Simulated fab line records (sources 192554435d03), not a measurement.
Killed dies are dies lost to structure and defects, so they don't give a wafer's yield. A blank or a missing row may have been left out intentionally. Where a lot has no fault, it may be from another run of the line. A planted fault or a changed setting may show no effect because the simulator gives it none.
Which of the tools did it? | flow n5 finfet | 11 lots, 30 wafers sampled, at 4 steps of a route of 1938

## WHAT THE GAUGES READ, wafer by wafer
No reading from a measuring or inspecting step in the record can be judged against a usual standard deviation.

## WHICH TOOL RAN EACH LOT (tool, then ch and the chambers of the sampled wafers, then the start)
lot  | N5_BEOL_M7_DEP_56             | N5_BEOL_M8_PECVD_70             | N5_BEOL_M8_HM_DEP_02         | N5_BEOL_M8_ETCH_61
L918 | pecvd-04 ch 0, day 10 00:25   | pecvd-03 ch 0,2, day 10 01:11   | pvd sputter-01, day 10 03:20 | rie diel-04 ch 1,3, day 10 04:01
L920 | pecvd-03 ch 0,2, day 10 04:02 | pecvd-02 ch 0,2, day 10 04:48   | pvd sputter-03, day 10 05:31 | rie diel-04 ch 0,1, day 10 06:02
L919 | pecvd-01 ch 0,2, day 10 09:04 | pecvd-02 ch 0,2, day 10 09:49   | pvd sputter-02, day 10 11:03 | rie diel-04 ch 0,1,3, day 10 11:33
L922 | pecvd-04 ch 1,2, day 10 21:49 | pecvd-01 ch 0, day 10 22:35     | pvd sputter-02, day 10 23:45 | rie diel-04 ch 0,1,3, day 11 00:50
L924 | pecvd-04 ch 1,2, day 11 20:07 | pecvd-02 ch 0,1, day 11 20:53   | pvd sputter-02, day 11 22:10 | rie diel-04 ch 1,3, day 11 23:09
L927 | pecvd-01 ch 2, day 12 06:39   | pecvd-02 ch 1, day 12 07:25     | pvd sputter-03, day 12 08:26 | rie diel-04 ch 2, day 12 09:04
L929 | pecvd-01 ch 0,2, day 12 17:41 | pecvd-02 ch 0,1,2, day 12 18:27 | pvd sputter-02, day 12 19:17 | rie diel-04 ch 0,1,3, day 12 20:19
L936 | pecvd-04 ch 0,2, day 14 11:46 | pecvd-02 ch 1,2, day 14 12:31   | pvd sputter-01, day 14 13:16 | rie diel-05 ch 0,3, day 14 13:53
L938 | pecvd-04 ch 0,1, day 14 19:53 | pecvd-01 ch 0,2, day 14 20:37   | pvd sputter-03, day 14 22:50 | rie diel-03 ch 0,1,2, day 15 00:19
L940 | pecvd-04 ch 0,2, day 15 01:58 | pecvd-02 ch 0,1, day 15 02:42   | pvd sputter-02, day 15 02:46 | rie diel-03 ch 0,1, day 15 03:19
L941 | pecvd-01 ch 0,1, day 15 04:06 | pecvd-01 ch 1,2, day 15 04:50   | pvd sputter-03, day 15 05:08 | rie diel-05 ch 0,1,2, day 15 05:42
- N5_BEOL_M7_DEP_56: deposits SiCN from 3MS/NH3, target thk 10 nm, time 17.5 s.
- N5_BEOL_M8_PECVD_70: deposits SiO2 from TEOS/O2, target thk 20 nm, time 22.7 s.
- N5_BEOL_M8_HM_DEP_02: deposits TiN, target thk 20 nm.
- N5_BEOL_M8_ETCH_61: etches SiARC in CF4, target depth 45.5 nm, time 75.8 s.

## WHAT THE TOOLS THEMSELVES READ (means of the sampled wafers that have a number; where no wafer has one, the mark that the record gives instead)
N5_BEOL_M7_DEP_56. Usual: chamber pressure Torr 2.999 Torr, standard deviation 0.0061; showerhead plenum p Torr 3.663 Torr, standard deviation 0.011; throttle valve pct 9.4 %, standard deviation 0.75.
lot  | tool     | chamber pressure Torr (Torr) | showerhead plenum p Torr (Torr) | throttle valve pct (%) | flag
L918 | pecvd-04 | 2.999                        | 3.664                           | 9.9                    |
L920 | pecvd-03 | 3.003                        | 3.665                           | 9.0                    |
L919 | pecvd-01 | 3.002                        | 3.658                           | 10.3                   |
L922 | pecvd-04 | 3.000                        | 3.667                           | 8.6                    |
L924 | pecvd-04 | 2.999                        | 3.663                           | 9.0                    |
L927 | pecvd-01 | 3.003                        | 3.647                           | 9.0                    |
L929 | pecvd-01 | 2.998                        | 3.654                           | 9.8                    |
L936 | pecvd-04 | 3.001                        | 3.674                           | 9.0                    |
L938 | pecvd-04 | 2.999                        | 3.653                           | 9.5                    |
L940 | pecvd-04 | 2.998                        | 3.666                           | 9.4                    |
L941 | pecvd-01 | 2.996                        | 3.671                           | 9.6                    |

N5_BEOL_M8_PECVD_70. Usual: chamber pressure Torr 5.501 Torr, standard deviation 0.011; heater power w 700 W, standard deviation 92; showerhead plenum p Torr 8.78 Torr, standard deviation 0.07; susceptor temp C 399.99 C, standard deviation 0.23; throttle valve pct 22.8 %, standard deviation 1.8.
lot  | tool     | chamber pressure Torr (Torr) | heater power w (W) | showerhead plenum p Torr (Torr) | susceptor temp C (C) | throttle valve pct (%) | flag
L918 | pecvd-03 | 5.507                        | 747                | 8.79                            | 400.01               | 22.5                   |
L920 | pecvd-02 | 5.495                        | 620                | 8.80                            | 399.92               | 21.8                   |
L919 | pecvd-02 | 5.496                        | 703                | 8.80                            | 399.81               | 21.8                   |
L922 | pecvd-01 | 5.495                        | 772                | 8.82                            | 400.29               | 26.8                   |
L924 | pecvd-02 | 5.508                        | 748                | 8.79                            | 399.94               | 22.4                   |
L927 | pecvd-02 | 5.526                        | 669                | 8.68                            | 399.99               | 22.1                   |
L929 | pecvd-02 | 5.504                        | 689                | 8.79                            | 399.99               | 22.1                   |
L936 | pecvd-02 | 5.503                        | 648                | 8.71                            | 399.95               | 21.8                   |
L938 | pecvd-01 | 5.494                        | 777                | 8.77                            | 399.99               | 25.5                   |
L940 | pecvd-02 | 5.494                        | 732                | 8.83                            | 400.22               | 22.5                   |
L941 | pecvd-01 | 5.495                        | 765                | 8.75                            | 399.92               | 22.6                   |

N5_BEOL_M8_HM_DEP_02. Usual: susceptor temp C 24.98 C, standard deviation 0.1; throttle valve pct 29.9 %, standard deviation 0.88.
lot  | tool           | susceptor temp C (C) | throttle valve pct (%) | flag
L918 | pvd sputter-01 | 24.94                | 30.3                   |
L920 | pvd sputter-03 | 25.02                | 30.6                   |
L919 | pvd sputter-02 | 24.95                | 30.1                   |
L922 | pvd sputter-02 | 24.93                | 30.0                   |
L924 | pvd sputter-02 | 24.98                | 29.9                   |
L927 | pvd sputter-03 | 25.06                | 29.8                   |
L929 | pvd sputter-02 | 25.02                | 29.6                   |
L936 | pvd sputter-01 | 25.03                | 30.2                   |
L938 | pvd sputter-03 | 24.91                | 30.2                   |
L940 | pvd sputter-02 | 24.99                | 30.0                   |
L941 | pvd sputter-03 | 24.96                | 30.4                   |

N5_BEOL_M8_ETCH_61. Usual: for bias w, 36.00 W with a standard deviation of 0.098; for drypump motor current A, 5.8 A with a standard deviation of 0.54; for etch rf on time s, 75.1 s with a standard deviation of 1.4; for oes product au, 0.70 a.u. with a standard deviation of 0.061; for rf vpp V, 184.2 V with a standard deviation of 1.3; for showerhead plenum p Torr, 2.15 Torr with a standard deviation of 0.088; for throttle valve pct, 15.57 % with a standard deviation of 0.21.
lot  | tool        | bias w (W) | drypump motor current A (A) | etch rf on time s (s) | oes product au (a.u.) | rf vpp V (V) | showerhead plenum p Torr (Torr) | throttle valve pct (%) | flag
L918 | rie diel-04 | 36.03      | 6.0                         | 72.5                  | 0.78                  | 186.3        | 2.26                            | 15.49                  |
L920 | rie diel-04 | 36.12      | 6.4                         | 75.5                  | 0.70                  | 185.8        | 2.25                            | 15.45                  |
L919 | rie diel-04 | 36.03      | 6.2                         | 74.2                  | 0.73                  | 186.0        | 2.25                            | 15.47                  |
L922 | rie diel-04 | 36.04      | 6.2                         | 74.1                  | 0.72                  | 185.5        | 2.25                            | 15.47                  |
L924 | rie diel-04 | 35.95      | 6.0                         | 80.7                  | 0.71                  | 185.2        | 2.25                            | 15.48                  | OFF
L927 | rie diel-04 | 35.90      | 5.7                         | 75.1                  | 0.80                  | 184.0        | 2.11                            | 15.18                  |
L929 | rie diel-04 | 36.12      | 6.2                         | 84.0                  | 0.67                  | 184.7        | 2.24                            | 15.52                  | OFF
L936 | rie diel-05 | 35.88      | 4.9                         | 76.7                  | 0.64                  | 182.9        | 2.06                            | 15.67                  |
L938 | rie diel-03 | 36.01      | 5.5                         | 75.5                  | 0.73                  | 183.8        | 2.11                            | 15.56                  |
L940 | rie diel-03 | 35.81      | 6.0                         | 75.0                  | 0.74                  | 184.6        | 2.15                            | 15.67                  |
L941 | rie diel-05 | 36.04      | 5.7                         | 74.7                  | 0.64                  | 183.2        | 2.08                            | 15.79                  |

## THE ANSWER, worked out from the rows above alone
Rule: lot off if the mean of its wafers having a number is beyond 3 standard deviations from the usual mean. Also off: a lot with no number at a reading for which 4 or more lots have one. Where the step has rows for the other lots, those lots are counted as sound. After the gauges, taken in route order, come the tools' own readings; for these a lot's mean is taken, as printed above. At the first step where some lot is off, the reading lying furthest off is the one used; lots without a number count as furthest.
Off, at N5_BEOL_M8_ETCH_61 on etch rf on time s: L924, L929.
A tool fits if, at that step or a process step before it, it ran every lot that is off, and no sound lot after the first of them. No candidate that was tried fits.

## WHAT THE SIMULATOR PUT IN
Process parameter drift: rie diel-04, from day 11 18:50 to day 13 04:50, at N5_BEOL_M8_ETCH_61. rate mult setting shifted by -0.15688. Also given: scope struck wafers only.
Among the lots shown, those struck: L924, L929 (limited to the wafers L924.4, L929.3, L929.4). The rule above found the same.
